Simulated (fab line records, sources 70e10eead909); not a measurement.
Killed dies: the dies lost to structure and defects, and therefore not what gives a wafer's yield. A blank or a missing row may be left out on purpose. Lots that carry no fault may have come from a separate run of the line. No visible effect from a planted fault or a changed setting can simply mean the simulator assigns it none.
fab line records	flow nandHarc
[record] lots = 24	wafers = 72	lastDay = 24
route steps=1159 shown P_CONTACT@236 P_M1@316 P_M2@328 P_BONDPAD@369
lots with no fault: from the same line, run without faults
startH: hours from the record's first day to the start of the lot's first wafer shown	waitH: hours from the lot's prior step to this one	" same as the row above	L1.1+2: one row covering several wafers at once	- either no value or no given start	* or withheld: withheld	< > ~ a bound
route shown NAME@n: a module of which the file shows steps, and the number in the route of the first	usual: mean and standard deviation over wafers with no fault	same: alike in all rows	chamber/n: place in a boat	sites: the reading at each site	_std_site: standard deviation of those values	_edge_site: inner sites' mean taken away from outer sites' mean	radiusMm: for every site, how far away it sits from the centre of the wafer	mask NAME#n: copy n	behind: the last tool/chamber to shape the wafer	hold: why the lot went on hold/how many hours it stayed there/how the hold came to an end	device: whichever transistor did not switch (one of n, p or np)	end of line: the tests these same wafers got at the end of their route	a step with no rows: only its recipe	killed: at the first sort, the dies lost to defects and structure; wafer yield is something else	map: shows each die of a wafer: x if killed, . if not, _ if none is there
set.NAME: the setting that was run; set.NAME@STEP: the one run at that earlier step	model.NAME: the simulator's own value behind a step, which no gauge read
route steps across a sampled set of lots; one table per step, one row per wafer
services: the hour from which a tool's chamber was out of use, counted from the record's first day as startH (under 0 if before that day), plus the number of hours and why
[[steps]]
[step NHARC_P_CONTACT_ETCH_35]
[recipe] targetDepthA = 390	overEtchFrac = 0.3	timeS = 65	ionEnergyEv = 80	cf4FlowSccm = 150	arFlowSccm = 0	rfW = 300	biasW = 100	chemistry = CF4
[usual] drypumpMotorCurrentA = 5.7/0.36	oesProductAu = 1.000/0.018	rfFwdPowerW = 297.0/1.3	rfVppV = 151.9/1.1	showerheadPlenumPTorr = 1.82/0.055	throttleValvePct = 13.285/0.0086
[same] timeS = 65
lot.wafer	tool	chamber	startH	waitH	drypumpMotorCurrentA	oesProductAu	rfFwdPowerW	rfHoursCounterH	rfVppV	showerheadPlenumPTorr	throttleValvePct
L074.1	rieDiel-07	2	114.49	0.1	5.3	1.013	295.4	5	152.8	1.82	13.298
L074.6	"	3	"	"	5.3	1.009	298.9	-	150.5	1.77	13.295
L074.5	"	0	"	"	5.5	0.977	296.6	-	151.6	1.78	13.279
L075.3	rieDiel-07	2	115.91	0.1	5.3	1.020	295.0	5	152.0	1.82	13.285
L075.2	"	3	"	"	5.3	1.017	298.1	5	151.8	1.77	13.295
L075.4	"	0	"	"	5.5	0.995	296.1	6	152.4	1.78	13.281
L076.1	rieDiel-07	0	118.93	0.1	5.5	0.991	295.2	6	150.9	1.78	13.296
L076.4	"	1	"	"	5.3	0.999	294.3	6	151.2	1.72	13.275
L076.2	"	3	"	"	5.3	1.002	298.7	6	151.9	1.77	13.304
L077.3	rieDiel-04	3	132.40	0.1	5.2	1.010	295.4	2	149.8	1.71	13.294
L077.2	"	0	"	"	6.0	0.997	297.3	2	150.6	1.74	13.271
L077.5	"	3	"	"	5.2	0.988	295.2	-	151.7	1.71	13.281
L078.3	rieDiel-13	1	132.66	0.1	5.6	1.024	297.2	2	153.6	1.84	13.283
L078.5	"	1	"	"	5.6	1.029	297.1	-	153.6	1.85	13.291
L078.6	"	2	"	"	5.6	0.997	296.2	-	153.3	1.87	13.300
L079.3	rieDiel-07	1	135.83	0.1	5.4	1.000	297.2	8	150.4	1.72	13.288
L079.2	"	0	"	"	5.5	0.995	296.9	8	151.8	1.78	13.292
L079.6	"	2	"	"	5.3	1.017	293.4	-	153.4	1.82	13.284
L080.2	rieDiel-07	0	149.06	0.1	5.5	0.983	296.3	9	152.5	1.78	13.264
L080.1	"	2	"	"	5.3	1.024	295.6	9	152.5	1.82	13.277
L080.6	"	1	"	"	5.3	0.995	295.6	-	150.1	1.72	13.290
L081.2	rieDiel-13	3	151.41	0.1	6.3	0.994	297.8	3	152.6	1.88	13.284
L081.3	"	0	"	"	6.0	0.993	296.7	3	152.4	1.85	13.287
L081.5	"	2	"	"	5.6	0.978	298.0	-	153.1	1.87	13.287
L082.3	rieDiel-07	2	155.67	0.1	5.3	1.009	294.4	9	151.0	1.82	13.279
L082.4	"	3	"	"	5.3	1.003	299.2	9	151.0	1.77	13.291
L082.6	"	0	"	"	5.5	0.992	298.2	-	151.2	1.78	13.291
L083.2	rieDiel-13	3	166.61	0.1	6.4	0.983	297.6	4	152.7	1.88	13.282
L083.6	"	0	"	"	6.0	0.994	297.2	-	152.3	1.85	13.286
L083.5	"	3	"	"	6.4	0.997	296.2	-	152.4	1.88	13.271
L084.4	rieDiel-07	0	170.61	0.1	5.5	0.995	296.0	13	151.2	1.78	13.289
L084.1	"	1	"	"	5.4	1.002	295.1	12	150.1	1.72	13.298
L084.5	"	0	"	"	5.5	0.991	297.2	-	151.1	1.78	13.296
L087.2	rieDiel-07	1	184.50	0.1	5.3	0.996	295.6	14	150.5	1.72	13.277
L087.4	"	3	"	"	5.3	1.008	298.3	14	150.5	1.77	13.283
L087.3	"	0	"	"	5.5	0.998	296.8	14	151.6	1.78	13.279
L085.2	rieDiel-13	2	185.10	0.1	5.6	0.974	296.9	5	152.2	1.87	13.291
L085.3	"	3	"	"	6.4	0.972	297.9	6	152.9	1.88	13.297
L085.6	"	2	"	"	5.6	0.970	296.9	-	154.0	1.87	13.279
L086.4	rieDiel-07	0	186.65	0.1	5.5	1.004	295.6	15	151.1	1.78	13.286
L086.3	"	2	"	"	5.3	1.011	294.8	14	150.0	1.81	13.283
L086.5	"	0	"	"	5.5	1.010	296.1	-	151.5	1.78	13.296
L088.1	rieDiel-07	1	191.30	0.1	5.3	1.010	296.3	15	150.5	1.72	13.283
L088.4	"	2	"	"	5.3	1.018	294.3	14	153.2	1.81	13.278
L088.5	"	0	"	"	5.5	1.003	298.4	-	151.4	1.78	13.293
L089.3	rieDiel-13	1	202.58	0.1	5.7	1.032	298.7	7	151.4	1.84	13.276
L089.2	"	2	"	"	5.6	0.984	297.9	6	153.0	1.87	13.281
L089.6	"	2	"	"	5.6	0.979	298.5	-	154.0	1.87	13.284
L090.1	rieDiel-13	1	203.68	0.1	5.6	1.033	296.3	8	151.4	1.84	13.284
L090.3	"	2	"	"	5.6	0.991	298.4	6	152.5	1.87	13.295
L090.5	"	3	"	"	6.3	0.989	298.1	-	152.1	1.88	13.281
L091.4	rieDiel-13	2	212.29	0.1	5.6	0.977	296.2	8	151.8	1.87	13.292
L091.2	"	0	"	"	6.0	0.993	298.6	9	151.9	1.85	13.272
L091.3	"	1	"	"	5.7	1.022	298.7	9	151.9	1.84	13.281
L092.2	rieDiel-13	2	219.13	0.1	5.7	0.981	296.8	8	153.5	1.86	13.286
L092.4	"	0	"	"	6.0	0.996	296.7	10	152.3	1.85	13.277
L092.1	"	1	"	"	5.7	1.020	297.6	9	152.0	1.84	13.269
L093.1	rieDiel-07	2	221.63	0.1	5.3	1.032	297.1	17	152.4	1.81	13.285
L093.6	"	0	"	"	5.5	1.008	295.0	-	151.2	1.78	13.287
L093.5	"	1	"	"	5.3	1.001	297.2	-	149.3	1.72	13.276
L094.4	rieDiel-13	0	222.17	0.1	6.0	0.994	298.8	11	152.1	1.85	13.281
L094.1	"	1	"	"	5.7	1.026	299.6	10	151.7	1.84	13.275
L094.6	"	0	"	"	6.0	0.997	300.2	-	152.7	1.85	13.266
L095.3	rieDiel-13	3	239.97	0.1	6.4	0.986	298.1	11	152.1	1.88	13.278
L095.2	"	0	"	"	6.1	1.000	298.0	12	152.8	1.85	13.295
L095.6	"	1	"	"	5.7	1.023	299.7	-	150.7	1.84	13.277
L097.2	rieDiel-13	2	249.79	0.1	5.6	0.962	297.7	11	150.8	1.86	13.284
L097.3	"	3	"	"	6.3	0.987	296.3	12	151.1	1.88	13.283
L097.5	"	2	"	"	5.6	0.963	298.1	-	152.1	1.87	13.288
L096.4	rieDiel-13	2	251.12	0.1	5.6	0.961	297.9	11	152.4	1.86	13.281
L096.3	"	0	"	"	6.0	1.001	297.7	13	151.4	1.85	13.283
L096.6	"	3	"	"	6.3	0.992	297.5	-	152.3	1.88	13.285
[step NHARC_P_M1_PRE_CLEAN_32]
[recipe] timeS = 12	tempC = 370	rfPowerW = 300	gas = NH3
[usual] heaterPowerW = 649/62	rfFwdPowerW = 292.5/0.74
[same] timeS = 12
lot.wafer	tool	chamber	startH	waitH	heaterPowerW	rfFwdPowerW
L074.1	pecvd-01	2	129.90	0.1	681	291.1
L074.5	"	0	"	"	633	292.4
L074.6	"	1	"	"	573	293.3
L075.2	pecvd-04	1	131.30	0.1	714	293.6
L075.3	"	0	"	"	642	292.8
L075.4	"	1	"	"	729	292.6
L076.1	pecvd-01	2	132.57	0.1	638	292.1
L076.2	"	0	"	"	639	293.5
L076.4	"	0	"	"	626	291.8
L077.2	pecvd-04	2	145.17	0.1	696	292.0
L077.3	"	2	"	"	701	293.0
L077.5	"	0	"	"	608	292.0
L078.3	pecvd-01	0	145.52	0.1	609	293.4
L078.6	"	2	"	"	714	293.0
L078.5	"	0	"	"	619	292.4
L079.2	pecvd-04	0	146.94	0.1	598	292.0
L079.3	"	1	"	"	761	292.5
L079.6	"	0	"	"	621	291.5
L080.2	pecvd-03	2	160.64	0.5	636	291.4
L080.1	"	0	"	"	642	293.1
L080.6	"	0	"	"	650	293.4
L081.3	pecvd-04	0	164.98	0.1	622	292.7
L081.2	"	1	"	"	717	291.9
L081.5	"	1	"	"	690	290.3
L082.3	pecvd-04	0	167.07	0.1	641	292.0
L082.4	"	2	"	"	743	291.5
L082.6	"	0	"	"	649	293.4
L083.2	pecvd-01	1	179.95	0.1	668	292.2
L083.6	"	2	"	"	604	292.1
L083.5	"	0	"	"	641	292.2
L084.1	pecvd-04	1	181.31	0.1	769	293.0
L084.5	"	0	"	"	580	291.8
L084.4	"	1	"	"	787	294.0
L087.3	pecvd-01	1	198.30	0.1	624	292.4
L087.2	"	0	"	"	572	292.8
L087.4	"	0	"	"	549	292.9
L085.3	pecvd-03	2	199.04	0.1	560	292.6
L085.2	"	0	"	"	700	292.0
L085.6	"	0	"	"	661	291.7
L086.3	pecvd-01	2	199.09	0.1	685	292.9
L086.4	"	1	"	"	678	291.4
L086.5	"	2	"	"	700	293.1
L088.1	pecvd-01	2	202.13	0.1	702	291.7
L088.5	"	1	"	"	698	292.9
L088.4	"	2	"	"	698	291.8
L089.3	pecvd-04	0	219.88	0.1	633	291.8
L089.2	"	2	"	"	676	291.7
L089.6	"	1	"	"	761	292.8
L090.3	pecvd-03	2	224.73	0.1	592	292.1
L090.1	"	1	"	"	612	292.6
L090.5	"	0	"	"	649	292.1
L091.3	pecvd-04	1	227.16	0.1	725	294.3
L091.2	"	2	"	"	611	293.1
L091.4	"	2	"	"	629	293.1
L092.1	pecvd-03	1	233.75	0.1	607	292.1
L092.2	"	2	"	"	531	292.7
L092.4	"	0	"	"	657	293.6
L093.1	pecvd-01	2	234.38	0.1	628	291.5
L093.5	"	1	"	"	678	293.9
L093.6	"	0	"	"	547	291.5
L094.1	pecvd-04	0	234.72	0.1	630	294.0
L094.4	"	0	"	"	636	292.0
L094.6	"	1	"	"	653	291.2
L095.3	pecvd-04	1	250.79	0.1	758	290.3
L095.2	"	2	"	"	717	292.8
L095.6	"	2	"	"	712	291.5
L097.2	pecvd-04	0	260.42	0.1	553	291.8
L097.3	"	1	"	"	726	291.1
L097.5	"	1	"	"	735	292.8
L096.3	pecvd-03	1	262.52	0.1	593	292.9
L096.6	"	0	"	"	669	292.5
L096.4	"	1	"	"	576	291.6
[step NHARC_P_M1_DEP_33]
[recipe] targetThkA = 300	tempC = 370	targetThkNm = 30	pressureTorr = 3	flowSccm = 200	rfW = 450	material = SiCN
[usual] heaterPowerW = 590/58	rfFwdPowerW = 449.1/1.3
lot.wafer	tool	chamber	startH	waitH	heaterPowerW	rfFwdPowerW
L074.1	pecvd-01	2	129.98	0.1	623	448.1
L074.5	"	0	"	"	520	448.5
L074.6	"	1	"	"	552	447.6
L075.2	pecvd-04	1	131.38	0.1	648	449.0
L075.3	"	0	"	"	500	448.2
L075.4	"	1	"	"	640	448.9
L076.1	pecvd-01	2	132.65	0.1	612	449.0
L076.2	"	0	"	"	577	450.4
L076.4	"	0	"	"	569	449.8
L077.2	pecvd-04	2	145.29	0.1	646	448.9
L077.3	"	2	"	"	654	449.6
L077.5	"	0	"	"	525	451.7
L078.3	pecvd-01	0	145.66	0.1	555	450.4
L078.6	"	2	"	"	607	451.5
L078.5	"	0	"	"	550	447.6
L079.2	pecvd-04	0	147.02	0.1	495	448.8
L079.3	"	1	"	"	723	449.7
L079.6	"	0	"	"	495	449.9
L080.2	pecvd-03	2	160.72	0.1	571	450.1
L080.1	"	0	"	"	548	451.0
L080.6	"	0	"	"	558	449.1
L081.3	pecvd-04	0	165.09	0.1	554	448.0
L081.2	"	1	"	"	657	449.3
L081.5	"	1	"	"	653	450.5
L082.3	pecvd-04	0	167.21	0.1	485	446.8
L082.4	"	2	"	"	659	449.7
L082.6	"	0	"	"	513	445.7
L083.2	pecvd-01	1	180.09	0.1	617	449.8
L083.6	"	2	"	"	619	447.5
L083.5	"	0	"	"	539	447.2
L084.1	pecvd-04	1	181.44	0.1	694	448.5
L084.5	"	0	"	"	590	450.5
L084.4	"	1	"	"	707	450.1
L087.3	pecvd-01	1	198.38	0.1	623	449.1
L087.2	"	0	"	"	538	449.3
L087.4	"	0	"	"	549	447.3
L085.3	pecvd-03	2	199.12	0.1	527	448.3
L085.2	"	0	"	"	640	447.8
L085.6	"	0	"	"	620	446.5
L086.3	pecvd-01	2	199.20	0.1	602	446.4
L086.4	"	1	"	"	542	449.9
L086.5	"	2	"	"	605	447.8
L088.1	pecvd-01	2	202.24	0.1	596	449.8
L088.5	"	1	"	"	646	447.4
L088.4	"	2	"	"	603	449.7
L089.3	pecvd-04	0	219.96	0.1	550	448.6
L089.2	"	2	"	"	647	449.2
L089.6	"	1	"	"	598	450.3
L090.3	pecvd-03	2	224.81	0.1	568	449.1
L090.1	"	1	"	"	535	451.4
L090.5	"	0	"	"	557	450.1
L091.3	pecvd-04	1	227.24	0.1	640	448.5
L091.2	"	2	"	"	659	447.9
L091.4	"	2	"	"	659	447.6
L092.1	pecvd-03	1	233.83	0.1	561	448.9
L092.2	"	2	"	"	527	449.8
L092.4	"	0	"	"	588	449.9
L093.1	pecvd-01	2	234.49	0.1	631	448.6
L093.5	"	1	"	"	603	449.5
L093.6	"	0	"	"	548	449.6
L094.1	pecvd-04	0	234.82	0.1	458	450.4
L094.4	"	0	"	"	476	450.9
L094.6	"	1	"	"	674	450.1
L095.3	pecvd-04	1	250.89	0.1	663	450.6
L095.2	"	2	"	"	629	449.8
L095.6	"	2	"	"	621	449.6
L097.2	pecvd-04	0	260.50	0.1	482	450.1
L097.3	"	1	"	"	704	449.5
L097.5	"	1	"	"	701	447.2
L096.3	pecvd-03	1	262.66	0.1	571	448.2
L096.6	"	0	"	"	615	447.2
L096.4	"	1	"	"	581	449.8
[step NHARC_P_M2_CD_MEAS_09]
[recipe] targetCdNm = 170	landingEnergyEv = 500
[usual] cdNm = 169.5/0.8
lot.wafer	tool	chamber	startH	waitH	cdNm
L074.1	cdSem-02	0	131.23	-	168.8
L074.5	"	0	"	"	170.1
L074.6	"	0	"	"	168.7
L075.2	cdSem-01	0	132.63	-	169.5
L075.3	"	0	"	"	169.7
L075.4	"	0	"	"	169.4
L076.1	cdSem-03	0	133.92	-	169.8
L076.2	"	0	"	"	169.2
L076.4	"	0	"	"	168.9
L077.2	cdSem-02	0	146.84	-	167.9
L077.3	"	0	"	"	169.1
L077.5	"	0	"	"	169.9
L078.3	cdSem-02	0	146.97	-	169.4
L078.5	"	0	"	"	169.7
L078.6	"	0	"	"	169.5
L079.2	cdSem-02	0	148.13	-	170.6
L079.3	"	0	"	"	169.4
L079.6	"	0	"	"	169.3
L080.1	cdSem-03	0	161.95	-	171.3
L080.2	"	0	"	"	169.5
L080.6	"	0	"	"	170.1
L081.2	cdSem-02	0	166.27	-	170.7
L081.3	"	0	"	"	170.9
L081.5	"	0	"	"	171.7
L082.3	cdSem-02	0	168.39	-	169.6
L082.4	"	0	"	"	169.7
L082.6	"	0	"	"	170.4
L083.2	cdSem-02	0	181.23	-	170.9
L083.5	"	0	"	"	169.8
L083.6	"	0	"	"	168.4
L084.1	cdSem-01	0	182.67	-	168.7
L084.4	"	0	"	"	169.8
L084.5	"	0	"	"	169.2
L087.2	cdSem-01	0	199.49	-	169.8
L087.3	"	0	"	"	170.6
L087.4	"	0	"	"	169.2
L085.2	cdSem-03	0	200.22	-	170.1
L085.3	"	0	"	"	168.8
L085.6	"	0	"	"	170.0
L086.3	cdSem-02	0	200.42	-	170.3
L086.4	"	0	"	"	170.5
L086.5	"	0	"	"	168.6
L088.1	cdSem-01	0	203.29	-	168.7
L088.4	"	0	"	"	169.6
L088.5	"	0	"	"	168.6
L089.2	cdSem-03	0	221.21	-	170.2
L089.3	"	0	"	"	169.1
L089.6	"	0	"	"	170.1
L090.1	cdSem-01	0	226.06	-	169.2
L090.3	"	0	"	"	168.3
L090.5	"	0	"	"	169.4
L091.2	cdSem-03	0	228.49	-	169.6
L091.3	"	0	"	"	168.7
L091.4	"	0	"	"	170.6
L092.1	cdSem-01	0	235.07	-	168.2
L092.2	"	0	"	"	167.8
L092.4	"	0	"	"	168.1
L093.1	cdSem-01	0	235.70	-	168.9
L093.5	"	0	"	"	168.4
L093.6	"	0	"	"	169.1
L094.1	cdSem-03	0	236.03	-	171.2
L094.4	"	0	"	"	170.8
L094.6	"	0	"	"	169.0
L095.2	cdSem-03	0	252.13	-	169.0
L095.3	"	0	"	"	168.5
L095.6	"	0	"	"	169.2
L097.2	cdSem-02	0	261.75	-	170.7
L097.3	"	0	"	"	169.5
L097.5	"	0	"	"	169.3
L096.3	cdSem-02	0	263.84	-	170.4
L096.4	"	0	"	"	169.5
L096.6	"	0	"	"	169.9
[step NHARC_P_M2_OVL_MEAS_10]
[recipe] pitchNm = 340
[usual] overlayXNm = -0.2/0.71	overlayYNm = 0.0/0.64
lot.wafer	tool	chamber	startH	waitH	overlayXNm	overlayYNm
L074.1	overlay-01	-	131.32	-	-0.3	0.0
L074.5	"	-	"	"	-0.2	0.1
L074.6	"	-	"	"	-0.3	0.2
L075.2	overlay-01	-	132.72	-	-0.9	-0.2
L075.3	"	-	"	"	0.2	0.1
L075.4	"	-	"	"	0.3	-0.3
L076.1	overlay-01	-	134.00	-	-0.4	-0.2
L076.2	"	-	"	"	-0.8	0.3
L076.4	"	-	"	"	-0.4	-0.1
L077.2	overlay-02	-	146.92	-	-0.4	-1.1
L077.3	"	-	"	"	-0.1	-0.9
L077.5	"	-	"	"	0.4	-1.2
L078.3	overlay-02	-	147.07	-	0.0	-0.2
L078.5	"	-	"	"	0.4	-0.4
L078.6	"	-	"	"	-0.1	-0.5
L079.2	overlay-01	-	148.22	-	1.2	-0.4
L079.3	"	-	"	"	0.8	-0.5
L079.6	"	-	"	"	1.0	-0.3
L080.1	overlay-02	-	162.04	-	0.1	0.0
L080.2	"	-	"	"	-0.2	-0.5
L080.6	"	-	"	"	-0.4	0.0
L081.2	overlay-02	-	166.36	-	-0.6	0.4
L081.3	"	-	"	"	-0.6	0.3
L081.5	"	-	"	"	-0.8	0.4
L082.3	overlay-02	-	168.47	-	0.6	1.4
L082.4	"	-	"	"	1.1	0.1
L082.6	"	-	"	"	0.6	0.5
L083.2	overlay-01	-	181.31	-	-1.4	0.4
L083.5	"	-	"	"	-1.1	0.3
L083.6	"	-	"	"	-0.8	0.7
L084.1	overlay-02	-	182.76	-	0.9	-0.8
L084.4	"	-	"	"	1.1	-0.8
L084.5	"	-	"	"	0.7	-0.6
L087.2	overlay-02	-	199.57	-	-0.6	0.4
L087.3	"	-	"	"	-0.4	0.9
L087.4	"	-	"	"	-0.3	0.3
L085.2	overlay-02	-	200.30	-	-0.2	-0.2
L085.3	"	-	"	"	-0.1	-0.2
L085.6	"	-	"	"	-0.2	-0.1
L086.3	overlay-01	-	200.50	-	-0.4	1.0
L086.4	"	-	"	"	-0.9	0.9
L086.5	"	-	"	"	-0.1	1.4
L088.1	overlay-01	-	203.38	-	-0.8	0.5
L088.4	"	-	"	"	-0.5	1.4
L088.5	"	-	"	"	-1.5	0.4
L089.2	overlay-02	-	221.30	-	0.1	-0.7
L089.3	"	-	"	"	0.0	-0.6
L089.6	"	-	"	"	-0.3	-0.5
L090.1	overlay-02	-	226.15	-	-0.3	0.5
L090.3	"	-	"	"	-0.3	0.4
L090.5	"	-	"	"	-0.2	1.1
L091.2	overlay-01	-	228.57	-	-0.6	-0.9
L091.3	"	-	"	"	-1.1	0.0
L091.4	"	-	"	"	-0.6	-0.9
L092.1	overlay-02	-	235.16	-	-0.6	0.2
L092.2	"	-	"	"	-1.1	0.4
L092.4	"	-	"	"	-0.8	0.3
L093.1	overlay-02	-	235.79	-	-1.4	0.8
L093.5	"	-	"	"	-1.3	0.6
L093.6	"	-	"	"	-1.2	0.5
L094.1	overlay-01	-	236.12	-	0.1	0.0
L094.4	"	-	"	"	-0.2	-0.1
L094.6	"	-	"	"	-0.1	-0.1
L095.2	overlay-01	-	252.22	-	1.3	0.7
L095.3	"	-	"	"	0.5	1.1
L095.6	"	-	"	"	1.2	1.1
L097.2	overlay-01	-	261.84	-	-0.2	-0.3
L097.3	"	-	"	"	-0.5	-0.1
L097.5	"	-	"	"	-0.6	-0.1
L096.3	overlay-02	-	263.92	-	0.3	-1.1
L096.4	"	-	"	"	0.1	-0.7
L096.6	"	-	"	"	-0.6	-0.5
[step NHARC_P_BONDPAD_ETCH_12]
[recipe] targetDepthA = 2000	timeS = 100	chf3FlowSccm = 50	o2FlowSccm = 10	arFlowSccm = 200	rfW = 500	biasW = 200	chemistry = CHF3/O2
[usual] drypumpMotorCurrentA = 5.8/0.34	oesProductAu = 0.935/0.025	rfFwdPowerW = 497.1/1.7	rfVppV = 372.4/2.2	showerheadPlenumPTorr = 2.49/0.092	throttleValvePct = 20.571/0.0082
[same] timeS = 100
lot.wafer	tool	chamber	startH	waitH	drypumpMotorCurrentA	oesProductAu	rfFwdPowerW	rfHoursCounterH	rfVppV	showerheadPlenumPTorr	throttleValvePct
L074.1	rieDiel-13	0	-	-	6.1	0.922	498.7	2	373.7	2.52	20.573
L074.6	"	1	"	"	5.6	0.948	498.6	-	373.2	2.51	20.562
L074.5	"	2	"	"	5.6	0.917	500.8	-	372.9	2.54	20.584
L075.2	rieDiel-13	3	-	-	6.4	0.924	495.8	2	374.3	2.56	20.580
L075.3	"	0	"	"	6.0	0.911	496.8	2	373.7	2.52	20.569
L075.4	"	2	"	"	5.6	0.921	495.5	2	373.0	2.54	20.570
L076.4	rieDiel-04	3	-	-	5.3	0.969	496.4	5	369.3	2.33	20.560
L076.2	"	0	"	"	6.0	0.977	494.3	5	370.0	2.35	20.586
L076.1	"	2	"	"	5.5	0.947	495.4	4	370.0	2.38	20.573
L077.2	rieDiel-04	1	-	-	5.8	0.924	498.9	9	374.6	2.59	20.566
L077.3	"	0	"	"	6.0	0.914	496.8	8	368.2	2.35	20.573
L077.5	"	1	"	"	5.8	0.924	498.4	-	374.3	2.59	20.564
L078.3	rieDiel-05	2	-	-	5.7	0.918	498.2	57	373.0	2.55	20.573
L078.6	"	0	"	"	5.6	0.936	496.1	-	368.3	2.30	20.572
L078.5	"	1	"	"	5.4	0.913	498.5	-	369.8	2.39	20.579
L079.2	rieDiel-13	2	-	-	5.6	0.959	498.7	3	373.7	2.54	20.559
L079.3	"	3	"	"	6.3	0.948	499.6	3	374.5	2.56	20.564
L079.6	"	1	"	"	5.6	1.005	496.6	-	374.4	2.51	20.576
L080.2	rieDiel-13	3	-	-	6.4	0.913	496.6	5	373.3	2.56	20.567
L080.1	"	0	"	"	6.0	0.921	496.4	5	372.9	2.52	20.569
L080.6	"	1	"	"	5.6	0.950	498.5	-	373.0	2.51	20.564
L081.2	rieDiel-13	3	-	-	6.4	0.942	495.1	5	373.3	2.56	20.567
L081.3	"	0	"	"	6.0	0.971	496.8	5	374.6	2.52	20.582
L081.5	"	3	"	"	6.4	0.957	493.4	-	375.5	2.56	20.572
L082.4	rieDiel-04	1	-	-	5.8	0.924	497.2	20	374.8	2.59	20.569
L082.3	"	2	"	"	5.5	0.918	498.3	19	370.0	2.38	20.567
L082.6	"	2	"	"	5.5	0.919	498.5	-	368.9	2.38	20.566
L083.2	rieDiel-13	1	-	-	5.6	0.955	499.8	6	372.7	2.51	20.567
L083.6	"	2	"	"	5.6	0.932	496.3	-	374.7	2.54	20.569
L083.5	"	3	"	"	6.4	0.915	497.4	-	374.2	2.56	20.558
L084.4	rieDiel-13	1	-	-	5.6	1.003	497.2	7	371.1	2.51	20.582
L084.1	"	2	"	"	5.6	0.949	496.6	5	373.8	2.54	20.566
L084.5	"	0	"	"	6.0	0.956	495.8	-	372.9	2.52	20.599
L087.2	rieDiel-13	0	-	-	6.0	0.943	498.5	8	371.8	2.52	20.565
L087.4	"	1	"	"	5.6	0.970	500.6	8	374.2	2.51	20.557
L087.3	"	2	"	"	5.6	0.932	496.0	7	373.9	2.54	20.568
L085.3	rieDiel-05	3	-	-	5.4	0.930	497.8	10	374.3	2.59	20.569
L085.2	"	1	"	"	5.4	0.925	498.7	8	370.6	2.38	20.565
L085.6	"	3	"	"	5.4	0.920	494.4	-	376.3	2.59	20.564
L086.3	rieDiel-05	1	-	-	5.4	0.949	497.2	8	370.5	2.38	20.560
L086.4	"	2	"	"	5.7	0.938	498.4	10	375.4	2.54	20.558
L086.5	"	0	"	"	5.6	0.929	498.1	-	369.1	2.30	20.589
L088.4	rieDiel-04	2	-	-	5.5	0.962	496.3	33	370.3	2.37	20.559
L088.1	"	3	"	"	5.2	0.977	495.3	32	369.1	2.31	20.578
L088.5	"	2	"	"	5.5	0.959	497.2	-	370.7	2.37	20.557
L089.3	rieDiel-13	3	-	-	6.3	0.909	498.2	11	373.8	2.56	20.557
L089.2	"	1	"	"	5.6	0.936	500.9	11	373.4	2.51	20.575
L089.6	"	3	"	"	6.4	0.907	496.1	-	375.0	2.56	20.582
L090.3	rieDiel-13	1	-	-	5.7	0.947	495.9	11	372.8	2.51	20.567
L090.1	"	2	"	"	5.6	0.894	497.9	10	374.0	2.54	20.556
L090.5	"	1	"	"	5.7	0.948	496.2	-	374.0	2.50	20.575
L091.2	rieDiel-13	2	-	-	5.7	0.901	498.6	10	374.6	2.54	20.572
L091.3	"	3	"	"	6.4	0.907	497.9	11	373.9	2.56	20.569
L091.4	"	0	"	"	6.1	0.924	497.7	12	373.6	2.52	20.575
L092.1	rieDiel-13	3	-	-	6.3	0.909	496.8	12	374.7	2.56	20.560
L092.2	"	1	"	"	5.7	0.942	494.1	12	373.7	2.51	20.574
L092.4	"	2	"	"	5.6	0.894	496.3	10	372.9	2.54	20.564
L093.1	rieDiel-04	1	-	-	5.8	0.955	497.5	41	374.7	2.58	20.567
L093.6	"	2	"	"	5.5	0.952	499.1	-	369.5	2.37	20.575
L093.5	"	3	"	"	5.3	0.983	494.6	-	368.5	2.31	20.571
L094.4	rieDiel-04	0	-	-	6.0	0.957	493.8	39	369.3	2.34	20.568
L094.1	"	1	"	"	5.8	0.967	498.1	41	374.9	2.58	20.567
L094.6	"	2	"	"	5.5	0.949	497.0	-	369.5	2.37	20.563
L095.3	rieDiel-13	3	-	-	6.4	0.907	495.9	13	374.1	2.56	20.568
L095.2	"	2	"	"	5.6	0.907	495.2	11	373.9	2.54	20.579
L095.6	"	3	"	"	6.4	0.914	495.1	-	373.2	2.56	20.576
L097.2	rieDiel-13	2	-	-	5.6	0.898	499.3	12	372.7	2.54	20.570
L097.3	"	1	"	"	5.7	0.957	499.6	14	374.3	2.50	20.573
L097.5	"	3	"	"	6.3	0.907	497.9	-	372.4	2.56	20.567
L096.3	rieDiel-13	0	-	-	6.0	0.909	498.7	15	373.6	2.52	20.559
L096.4	"	1	"	"	5.7	0.946	500.4	14	372.8	2.50	20.576
L096.6	"	3	"	"	6.3	0.900	497.7	-	373.0	2.56	20.581
[[services]]
tool	chamber	startH	hours	kind
pecvd-03	0	92.47	4.0	repair
rieDiel-04	0	95.90	7.0	repair
rieDiel-13	-	99.00	9.0	pm
rieDiel-13	0	99.00	9.0	ventCycle
pecvd-01	0	99.34	8.4	repair
rieDiel-04	3	110.05	6.1	repair
pecvd-03	-	111.00	13.0	pm
rieDiel-04	-	111.99	9.0	pm
rieDiel-05	-	115.10	0.3	repair
rieDiel-05	0	115.43	4.8	repair
rieDiel-04	-	138.46	0.2	repair
rieDiel-13	3	146.36	1.2	repair
rieDiel-04	0	147.18	2.9	repair
rieDiel-13	2	160.93	7.9	repair
rieDiel-05	-	171.54	9.0	pm
rieDiel-04	0	181.57	2.0	repair
rieDiel-07	0	187.91	1.2	repair
pecvd-04	-	195.32	13.0	pm
pecvd-01	-	214.97	0.8	repair
rieDiel-07	-	228.20	9.0	pm
pecvd-04	-	229.70	0.8	repair
pecvd-01	-	237.00	13.0	pm
pecvd-04	-	240.67	0.9	repair
rieDiel-07	1	267.65	12.5	repair
[[key]]
fault none
